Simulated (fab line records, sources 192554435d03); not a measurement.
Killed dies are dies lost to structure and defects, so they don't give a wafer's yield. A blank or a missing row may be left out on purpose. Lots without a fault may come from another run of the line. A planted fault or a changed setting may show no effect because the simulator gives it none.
Which tool did it? | flow n5_finfet | 24 lots, 72 wafers sampled, at 6 steps of a route of 1938

WHAT THE GAUGES READ, wafer by wafer
N5_BEOL_M0_SAQP_THK_MEAS_05. Usual: thk_nm 59.8 nm, standard deviation 0.79.
lot  | measured     | on            | thk_nm (nm)    | flag
L074 | day 5 15:46  | film_metro-01 | 58.9 59.1 60.5 |
L075 | day 5 17:52  | film_metro-01 | 59.8 60.3 60.5 |
L076 | day 6 01:50  | film_metro-02 | 59.9 61.1 60.7 |
L077 | day 6 07:22  | film_metro-01 | 59.4 59.4 60.1 |
L078 | day 6 15:10  | film_metro-01 | 58.8 60.7 60.3 |
L079 | day 6 21:15  | film_metro-01 | 59.8 59.7 60.8 |
L080 | day 6 22:50  | film_metro-02 | 58.8 59.9 59.7 |
L081 | day 7 10:26  | film_metro-02 | 58.8 58.9 59.2 |
L082 | day 7 14:39  | film_metro-01 | 60.4 61.5 61.9 |
L083 | day 7 17:47  | film_metro-02 | 59.4 59.8 60.3 |
L084 | day 8 03:53  | film_metro-01 | 58.9 60.0 60.3 |
L085 | day 8 06:22  | film_metro-01 | 59.1 60.5 60.6 |
L086 | day 8 15:59  | film_metro-01 | 59.6 60.5 60.3 |
L087 | day 8 21:37  | film_metro-02 | 58.6 59.9 60.6 |
L088 | day 9 01:16  | film_metro-02 | 59.0 59.5 59.7 |
L089 | day 9 10:02  | film_metro-01 | 58.6 59.8 60.1 |
L090 | day 9 13:14  | film_metro-02 | 59.2 60.1 60.5 |
L091 | day 9 19:28  | film_metro-01 | 60.7 59.6 59.9 |
L092 | day 9 23:02  | film_metro-02 | 59.2 60.0 59.4 |
L093 | day 10 03:53 | film_metro-01 | 58.7 60.7 58.5 |
L094 | day 10 11:01 | film_metro-02 | 59.4 60.2 59.6 |
L095 | day 10 18:40 | film_metro-02 | 58.4 58.6 59.5 |
L096 | day 10 22:16 | film_metro-02 | 58.3 59.9 59.4 |
L097 | day 11 02:13 | film_metro-02 | 59.4 59.4 59.9 |

N5_BEOL_M1_INSPECT_30: inspects for defects (brightfield). Usual: raw_defect_count 387, standard deviation 83.
lot  | measured     | on                | raw_defect_count | flag
L074 | day 6 07:25  | defect_inspect-02 | 357 348 324      |
L075 | day 6 08:03  | defect_inspect-01 | 328 426 348      |
L076 | day 6 16:33  | defect_inspect-02 | 392 361 339      |
L077 | day 6 23:21  | defect_inspect-01 | 237 364 378      |
L078 | day 7 05:45  | defect_inspect-02 | 300 319 299      |
L079 | day 7 09:24  | defect_inspect-02 | 305 334 292      |
L080 | day 7 15:18  | defect_inspect-02 | 485 414 599      |
L081 | day 8 01:34  | defect_inspect-01 | 362 308 287      |
L082 | day 8 08:18  | defect_inspect-02 | 495 567 560      |
L083 | day 8 13:53  | defect_inspect-02 | 362 406 393      |
L084 | day 8 22:51  | defect_inspect-02 | 436 416 427      |
L085 | day 9 05:14  | defect_inspect-01 | 346 481 416      |
L086 | day 9 06:35  | defect_inspect-01 | 364 392 331      |
L087 | day 9 11:52  | defect_inspect-01 | 297 329 420      |
L088 | day 9 15:25  | defect_inspect-01 | 274 324 324      |
L089 | day 10 00:41 | defect_inspect-01 | 487 312 315      |
L090 | day 10 05:40 | defect_inspect-01 | 374 393 383      |
L091 | day 10 10:58 | defect_inspect-02 | 405 289 300      |
L092 | day 10 12:26 | defect_inspect-02 | 413 318 465      |
L093 | day 10 20:59 | defect_inspect-01 | 291 357 422      |
L094 | day 11 00:20 | defect_inspect-02 | 280 286 453      |
L095 | day 11 09:49 | defect_inspect-01 | 406 378 377      |
L096 | day 11 13:29 | defect_inspect-02 | 452 439 309      |
L097 | day 11 23:30 | defect_inspect-02 | 517 484 586      |

WHICH TOOL RAN EACH LOT (tool, then ch and the chambers of the sampled wafers, then the start)
lot  | N5_BEOL_M0_SAQP_ETCH_83            | N5_BEOL_M0_SAQP_ETCH_101           | N5_BEOL_M0_SURFACE_TREAT_137 | N5_BEOL_M0_ANNEAL_119
L074 | rie_diel-02 ch 1,2,3, day 5 16:32  | rie_diel-02 ch 1,3, day 5 18:43    | pvd_sputter-01, day 6 01:49  | rtp_anneal-01 ch 0, day 6 02:38
L075 | rie_diel-04 ch 2,3, day 5 18:35    | rie_diel-05 ch 1,2, day 5 20:15    | pvd_sputter-02, day 6 02:46  | rtp_anneal-02 ch 0, day 6 03:56
L076 | rie_diel-04 ch 1,2, day 6 02:27    | rie_diel-02 ch 0,1, day 6 04:01    | pvd_sputter-02, day 6 10:57  | rtp_anneal-02 ch 0, day 6 11:59
L077 | rie_diel-05 ch 0,1, day 6 08:12    | rie_diel-05 ch 0,1,3, day 6 10:22  | pvd_sputter-03, day 6 18:08  | rtp_anneal-01 ch 0, day 6 19:11
L078 | rie_diel-05 ch 1,2,3, day 6 16:00  | rie_diel-04 ch 0,1,2, day 6 17:38  | pvd_sputter-01, day 6 23:46  | rtp_anneal-02 ch 0, day 7 01:21
L079 | rie_diel-05 ch 0,1,2, day 6 21:51  | rie_diel-02 ch 1,2,3, day 7 00:10  | pvd_sputter-01, day 7 05:56  | rtp_anneal-01 ch 0, day 7 06:40
L080 | rie_diel-02 ch 1,2,3, day 6 23:33  | rie_diel-02 ch 0,2,3, day 7 01:39  | pvd_sputter-03, day 7 07:54  | rtp_anneal-01 ch 0, day 7 09:56
L081 | rie_diel-04 ch 0,1, day 7 10:55    | rie_diel-05 ch 1,3, day 7 12:29    | pvd_sputter-02, day 7 18:11  | rtp_anneal-01 ch 0, day 7 20:49
L082 | rie_diel-02 ch 0,2,3, day 7 15:26  | rie_diel-05 ch 0,2,3, day 7 17:49  | pvd_sputter-01, day 8 03:59  | rtp_anneal-02 ch 0, day 8 04:53
L083 | rie_diel-05 ch 0,1,3, day 7 18:44  | rie_diel-05 ch 0,2,3, day 7 21:25  | pvd_sputter-02, day 8 06:28  | rtp_anneal-02 ch 0, day 8 07:24
L084 | rie_diel-02 ch 0,2,3, day 8 04:30  | rie_diel-02 ch 2,3, day 8 06:56    | pvd_sputter-02, day 8 16:27  | rtp_anneal-02 ch 0, day 8 17:20
L085 | rie_diel-04 ch 0,1,2, day 8 06:59  | rie_diel-02 ch 0,2, day 8 10:45    | pvd_sputter-02, day 9 01:07  | rtp_anneal-01 ch 0, day 9 01:54
L086 | rie_diel-04 ch 1,2, day 8 16:28    | rie_diel-04 ch 1,3, day 8 18:07    | pvd_sputter-03, day 9 02:51  | rtp_anneal-02 ch 0, day 9 03:52
L087 | rie_diel-05 ch 0,2, day 8 22:17    | rie_diel-05 ch 1,3, day 9 00:08    | pvd_sputter-02, day 9 07:53  | rtp_anneal-01 ch 0, day 9 08:57
L088 | rie_diel-05 ch 0,1,2, day 9 01:53  | rie_diel-04 ch 1,2,3, day 9 04:16  | pvd_sputter-02, day 9 10:17  | rtp_anneal-01 ch 0, day 9 11:05
L089 | rie_diel-05 ch 0,2,3, day 9 10:31  | rie_diel-04 ch 1,3, day 9 12:55    | pvd_sputter-03, day 9 20:08  | rtp_anneal-02 ch 0, day 9 21:13
L090 | rie_diel-05 ch 1,2, day 9 13:47    | rie_diel-05 ch 0,1,3, day 9 15:38  | pvd_sputter-01, day 9 23:32  | rtp_anneal-01 ch 0, day 10 00:31
L091 | rie_diel-02 ch 0,1,2, day 9 20:06  | rie_diel-05 ch 0,1,2, day 9 21:43  | pvd_sputter-02, day 10 06:00 | rtp_anneal-02 ch 0, day 10 06:43
L092 | rie_diel-04 ch 2,3, day 9 23:55    | rie_diel-02 ch 0,1,3, day 10 02:13 | pvd_sputter-01, day 10 07:58 | rtp_anneal-01 ch 0, day 10 09:12
L093 | rie_diel-04 ch 2,3, day 10 04:31   | rie_diel-04 ch 0,2,3, day 10 07:21 | pvd_sputter-03, day 10 16:10 | rtp_anneal-02 ch 0, day 10 17:18
L094 | rie_diel-04 ch 0,2, day 10 11:31   | rie_diel-05 ch 0,2, day 10 13:37   | pvd_sputter-01, day 10 19:49 | rtp_anneal-01 ch 0, day 10 20:53
L095 | rie_diel-02 ch 0,1,3, day 10 19:49 | rie_diel-02 ch 0,1,2, day 10 21:34 | pvd_sputter-01, day 11 05:26 | rtp_anneal-01 ch 0, day 11 06:27
L096 | rie_diel-05 ch 0,2,3, day 10 22:58 | rie_diel-05 ch 0,1,3, day 11 00:35 | pvd_sputter-01, day 11 06:59 | rtp_anneal-02 ch 0, day 11 08:01
L097 | rie_diel-05 ch 1,2,3, day 11 02:43 | rie_diel-02 ch 0,1,2, day 11 04:20 | pvd_sputter-02, day 11 17:52 | rtp_anneal-01 ch 0, day 11 18:49
- N5_BEOL_M0_SAQP_ETCH_83: etches SiARC in CF4, target depth 39 nm, time 65 s.
- N5_BEOL_M0_SAQP_ETCH_101: etches SiNx in CH3F/O2, target depth 29.9 nm, time 42.7 s.
- N5_BEOL_M0_SURFACE_TREAT_137
- N5_BEOL_M0_ANNEAL_119: time 90 s.

WHAT THE TOOLS THEMSELVES READ (means of the sampled wafers that have a number; where no wafer has one, the mark that the record gives instead)
N5_BEOL_M0_SAQP_ETCH_83. Usual: drypump_motor_current_A 5.8 A, standard deviation 0.51; etch_rf_on_time_s 65.2 s, standard deviation 1.5; oes_product_au 0.66 a.u., standard deviation 0.081; rf_vpp_V 184.1 V, standard deviation 1.3; showerhead_plenum_p_Torr 2.15 Torr, standard deviation 0.074; throttle_valve_pct 15.59 %, standard deviation 0.2.
lot  | tool        | drypump_motor_current_A (A) | etch_rf_on_time_s (s) | oes_product_au (a.u.) | rf_vpp_V (V) | showerhead_plenum_p_Torr (Torr) | throttle_valve_pct (%) | flag
L074 | rie_diel-02 | 6.5                         | 68.0                  | 0.66                  | 183.9        | 2.15                            | 15.81                  |
L075 | rie_diel-04 | 5.5                         | 64.4                  | 0.60                  | 182.7        | 2.09                            | 15.60                  |
L076 | rie_diel-04 | 5.6                         | 65.3                  | 0.60                  | 185.3        | 2.21                            | 15.62                  |
L077 | rie_diel-05 | 5.5                         | 64.0                  | 0.65                  | 182.7        | 2.12                            | 15.50                  |
L078 | rie_diel-05 | 6.2                         | 65.1                  | 0.72                  | 183.5        | 2.09                            | 15.49                  |
L079 | rie_diel-05 | 5.9                         | 64.3                  | 0.70                  | 184.3        | 2.13                            | 15.53                  |
L080 | rie_diel-02 | 6.5                         | 67.5                  | 0.65                  | 183.4        | 2.15                            | 15.84                  |
L081 | rie_diel-04 | 5.4                         | 65.5                  | 0.58                  | 184.5        | 2.20                            | 15.93                  |
L082 | rie_diel-02 | 6.1                         | 65.3                  | 0.65                  | 183.4        | 2.11                            | 15.76                  |
L083 | rie_diel-05 | 5.8                         | 65.1                  | 0.65                  | 184.1        | 2.11                            | 15.51                  |
L084 | rie_diel-02 | 6.1                         | 65.8                  | 0.65                  | 183.0        | 2.11                            | 15.77                  |
L085 | rie_diel-04 | 5.5                         | 65.5                  | 0.58                  | 184.5        | 2.20                            | 15.80                  |
L086 | rie_diel-04 | 5.6                         | 64.9                  | 0.59                  | 184.3        | 2.20                            | 15.66                  |
L087 | rie_diel-05 | 5.8                         | 64.4                  | 0.66                  | 184.3        | 2.17                            | 15.58                  |
L088 | rie_diel-05 | 5.9                         | 64.6                  | 0.67                  | 183.9        | 2.13                            | 15.55                  |
L089 | rie_diel-05 | 6.1                         | 65.7                  | 0.68                  | 183.7        | 2.12                            | 15.55                  |
L090 | rie_diel-05 | 6.2                         | 65.2                  | 0.72                  | 182.3        | 2.10                            | 15.55                  |
L091 | rie_diel-02 | 6.0                         | 64.9                  | 0.78                  | 184.9        | 2.18                            | 15.55                  |
L092 | rie_diel-04 | 5.6                         | 64.8                  | 0.66                  | 184.8        | 2.23                            | 15.53                  |
L093 | rie_diel-04 | 5.6                         | 65.1                  | 0.72                  | 185.6        | 2.25                            | 15.35                  |
L094 | rie_diel-04 | 5.6                         | 64.7                  | 0.67                  | 184.3        | 2.20                            | 15.68                  |
L095 | rie_diel-02 | 5.9                         | 65.2                  | 0.75                  | 184.5        | 2.17                            | 15.50                  |
L096 | rie_diel-05 | 6.1                         | 65.1                  | 0.67                  | 184.3        | 2.12                            | 15.57                  |
L097 | rie_diel-05 | 6.1                         | 65.3                  | 0.69                  | 183.2        | 2.08                            | 15.55                  |

N5_BEOL_M0_SAQP_ETCH_101. Usual: CH3F_flow_sccm 29.99 sccm, standard deviation 0.092; drypump_motor_current_A 5.9 A, standard deviation 0.55; oes_o_777_au 0.79 a.u., standard deviation 0.09; oes_product_au 0.79 a.u., standard deviation 0.091; rf_vpp_V 294 V, standard deviation 4.3; showerhead_plenum_p_Torr 2.00 Torr, standard deviation 0.07; throttle_valve_pct 16.34 %, standard deviation 0.19.
lot  | tool        | CH3F_flow_sccm (sccm) | drypump_motor_current_A (A) | oes_o_777_au (a.u.) | oes_product_au (a.u.) | rf_vpp_V (V) | showerhead_plenum_p_Torr (Torr) | throttle_valve_pct (%) | flag
L074 | rie_diel-02 | 30.03                 | 6.4                         | 0.75                | 0.75                  | 297          | 2.00                            | 16.51                  |
L075 | rie_diel-05 | 29.91                 | 6.2                         | 0.90                | 0.90                  | 290          | 1.96                            | 16.23                  |
L076 | rie_diel-02 | 29.90                 | 5.4                         | 0.70                | 0.70                  | 294          | 1.91                            | 16.50                  |
L077 | rie_diel-05 | 30.00                 | 5.8                         | 0.77                | 0.77                  | 295          | 1.97                            | 16.22                  |
L078 | rie_diel-04 | 29.98                 | 5.5                         | 0.69                | 0.69                  | 302          | 2.06                            | 16.52                  |
L079 | rie_diel-02 | 29.96                 | 6.5                         | 0.76                | 0.77                  | 294          | 2.00                            | 16.58                  |
L080 | rie_diel-02 | 30.05                 | 6.1                         | 0.77                | 0.77                  | 294          | 1.97                            | 16.47                  |
L081 | rie_diel-05 | 29.96                 | 6.1                         | 0.81                | 0.79                  | 296          | 1.92                            | 16.20                  |
L082 | rie_diel-05 | 29.97                 | 6.1                         | 0.82                | 0.81                  | 295          | 1.98                            | 16.25                  |
L083 | rie_diel-05 | 29.98                 | 6.1                         | 0.82                | 0.81                  | 294          | 1.98                            | 16.24                  |
L084 | rie_diel-02 | 30.00                 | 6.6                         | 0.78                | 0.78                  | 294          | 2.01                            | 16.50                  |
L085 | rie_diel-02 | 30.06                 | 6.2                         | 0.77                | 0.78                  | 292          | 1.97                            | 16.55                  |
L086 | rie_diel-04 | 29.93                 | 5.4                         | 0.76                | 0.76                  | 294          | 2.09                            | 16.21                  |
L087 | rie_diel-05 | 30.02                 | 5.8                         | 0.79                | 0.78                  | 293          | 1.93                            | 16.24                  |
L088 | rie_diel-04 | 30.07                 | 5.5                         | 0.77                | 0.76                  | 295          | 2.09                            | 16.25                  |
L089 | rie_diel-04 | 30.01                 | 5.4                         | 0.75                | 0.75                  | 294          | 2.08                            | 16.22                  |
L090 | rie_diel-05 | 30.09                 | 5.8                         | 0.76                | 0.75                  | 294          | 1.97                            | 16.27                  |
L091 | rie_diel-05 | 29.94                 | 5.8                         | 0.80                | 0.78                  | 291          | 1.98                            | 16.30                  |
L092 | rie_diel-02 | 29.95                 | 5.9                         | 0.88                | 0.90                  | 297          | 2.02                            | 16.24                  |
L093 | rie_diel-04 | 29.99                 | 5.5                         | 0.86                | 0.86                  | 296          | 2.08                            | 16.27                  |
L094 | rie_diel-05 | 29.99                 | 6.1                         | 0.83                | 0.82                  | 292          | 1.99                            | 16.32                  |
L095 | rie_diel-02 | 30.02                 | 6.0                         | 0.88                | 0.90                  | 295          | 2.03                            | 16.29                  |
L096 | rie_diel-05 | 29.96                 | 5.8                         | 0.75                | 0.74                  | 294          | 1.96                            | 16.28                  |
L097 | rie_diel-02 | 29.98                 | 6.0                         | 0.88                | 0.90                  | 296          | 2.03                            | 16.29                  |

N5_BEOL_M0_ANNEAL_119. Usual: anneal_temp_c 224.99 C, standard deviation 0.15; wafer_temp_C_max 225.98, standard deviation 0.24.
lot  | tool          | anneal_temp_c (C) | wafer_temp_C_max | flag
L074 | rtp_anneal-01 | 225.01            | 225.68           |
L075 | rtp_anneal-02 | 225.17            | 225.85           |
L076 | rtp_anneal-02 | 224.93            | 226.22           |
L077 | rtp_anneal-01 | 225.03            | 226.12           |
L078 | rtp_anneal-02 | 224.92            | 225.68           |
L079 | rtp_anneal-01 | 224.72            | 226.14           |
L080 | rtp_anneal-01 | 225.13            | 226.29           |
L081 | rtp_anneal-01 | 224.95            | 225.71           |
L082 | rtp_anneal-02 | 225.04            | 225.89           |
L083 | rtp_anneal-02 | 224.99            | 226.07           |
L084 | rtp_anneal-02 | 224.99            | 225.73           |
L085 | rtp_anneal-01 | 224.89            | 226.11           |
L086 | rtp_anneal-02 | 224.86            | 226.18           |
L087 | rtp_anneal-01 | 225.06            | 226.04           |
L088 | rtp_anneal-01 | 224.93            | 226.16           |
L089 | rtp_anneal-02 | 225.04            | 226.08           |
L090 | rtp_anneal-01 | 225.09            | 226.13           |
L091 | rtp_anneal-02 | 224.94            | 225.81           |
L092 | rtp_anneal-01 | 225.00            | 225.92           |
L093 | rtp_anneal-02 | 225.14            | 226.01           |
L094 | rtp_anneal-01 | 225.14            | 226.10           |
L095 | rtp_anneal-01 | 224.78            | 226.00           |
L096 | rtp_anneal-02 | 225.08            | 225.91           |
L097 | rtp_anneal-01 | 224.91            | 225.92           |

THE ANSWER, worked out from the rows above alone
Rule: a lot is off if the mean of its wafers that have a number lies more than 3 standard deviations from the usual mean. A lot without any number at a reading at which 4 lots or more have one is off too. The other lots that the step has rows for count as sound. The gauges are gone through in route order, then the tools' own readings, and for those a lot's mean is taken as printed above. The first step at which some lot is off is used, and at that step the reading that is off furthest; a lot without a number counts as furthest.
No lot is off at any reading shown: from this, nothing can be told.

WHAT THE SIMULATOR HAD PUT IN
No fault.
